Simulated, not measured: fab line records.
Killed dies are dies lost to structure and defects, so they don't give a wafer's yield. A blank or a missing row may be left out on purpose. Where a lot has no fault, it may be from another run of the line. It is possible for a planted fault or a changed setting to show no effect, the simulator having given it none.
Chamber matching ; flow n5 finfet ; 4 sister chambers for N5_BEOL_M0_SAQP_DESCUM_45 on rie diel-06
The step chemistry O2, time 7 s. 8 wafers are shown with their chamber, then 9 later ones without.

WAFERS WITH THEIR CHAMBER
wafer;chamber;drypump motor current A (A);showerhead plenum p Torr (Torr)
L074.2;2;6.7;2.00
L086.3;1;5.8;2.02
L087.2;0;6.5;2.14
L087.3;3;5.6;2.18
L087.4;2;6.7;1.99
L088.1;1;5.8;2.01
L088.3;0;6.4;2.14
L088.5;3;5.6;2.18

WAFERS WITH NO CHAMBER GIVEN
wafer;drypump motor current A (A);showerhead plenum p Torr (Torr)
L091.2;6.4;2.14
L091.4;5.8;2.01
L091.5;5.6;2.18
L095.3;6.7;1.99
L095.4;5.5;2.17
L095.5;5.6;2.17
L097.2;6.5;2.13
L097.4;6.8;1.99
L097.6;5.6;2.17

CHAMBER TAKEN BY EACH
wafer;from the rows above;in truth
L091.2;0;0
L091.4;1;1
L091.5;3;3
L095.3;2;2
L095.4;3;3
L095.5;3;3
L097.2;0;0
L097.4;2;2
L097.6;3;3
Correct placement for 9 of the 9. Number that these rows cannot place: 0. 0 placed wrongly.
How it was worked out, from the rows above alone: a wafer's distance from a chamber is the root of the sum, over the readings, of the square of ((its reading less the chamber's mean) divided by the reading's scatter). If the next closest chamber is less than 2 further off than the closest, the wafer can't be placed; otherwise it belongs to the closest. The mean given for a chamber averages the wafers shown for that chamber. The scatter is the square root of a quotient: the sum, over the shown wafers, of each reading's squared deviation from its chamber's mean, divided by wafers minus chambers.
